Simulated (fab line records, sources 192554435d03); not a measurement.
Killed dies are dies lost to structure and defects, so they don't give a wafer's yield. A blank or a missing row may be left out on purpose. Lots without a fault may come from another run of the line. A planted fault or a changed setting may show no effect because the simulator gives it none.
Chamber matching | flow n5_finfet | N5_BEOL_M1_ETCH_63 on rie_diel-01: 4 sister chambers
The step etches SiARC in CF4, target depth 15.6 nm, time 26 s. 4 wafers are shown with their chamber, then 10 later ones without.

WAFERS WITH THEIR CHAMBER
wafer  | chamber | drypump_motor_current_A (A)
L082.5 | 0       | 5.7
L091.2 | 3       | 5.4
L092.1 | 1       | 5.4
L092.2 | 2       | 6.3

WAFERS WITHOUT THEIR CHAMBER
wafer  | drypump_motor_current_A (A)
L092.3 | 5.4
L093.1 | 6.3
L093.2 | 5.4
L093.3 | 5.5
L094.2 | 5.4
L094.3 | 6.3
L094.5 | 5.5
L097.1 | 5.5
L097.3 | 5.4
L097.6 | 5.4

WHICH CHAMBER EACH WENT THROUGH
wafer  | from the rows above          | in truth
L092.3 | can't be placed: 1 or 3      | 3
L093.1 | 2                            | 2
L093.2 | can't be placed: 1 or 3      | 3
L093.3 | can't be placed: 1 or 3 or 0 | 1
L094.2 | can't be placed: 1 or 3      | 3
L094.3 | 2                            | 2
L094.5 | can't be placed: 1 or 3 or 0 | 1
L097.1 | can't be placed: 1 or 3 or 0 | 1
L097.3 | can't be placed: 1 or 3      | 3
L097.6 | can't be placed: 1 or 3      | 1
Placed correctly: 2 of 10. Can't be placed from these rows: 8 (the true chamber is among the candidates in 8). Placed wrongly: 0.
How it was worked out, from the rows above alone: a wafer's distance from a chamber is the root of the sum, over the readings, of the square of ((its reading less the chamber's mean) divided by the reading's scatter). The wafer belongs to the nearest chamber; if the next one is less than 2 further off, it can't be placed. A chamber's mean is the mean of its shown wafers. The scatter: with one shown wafer a chamber, the root of the mean of the squares of how far each hidden wafer lies from its nearest shown one.
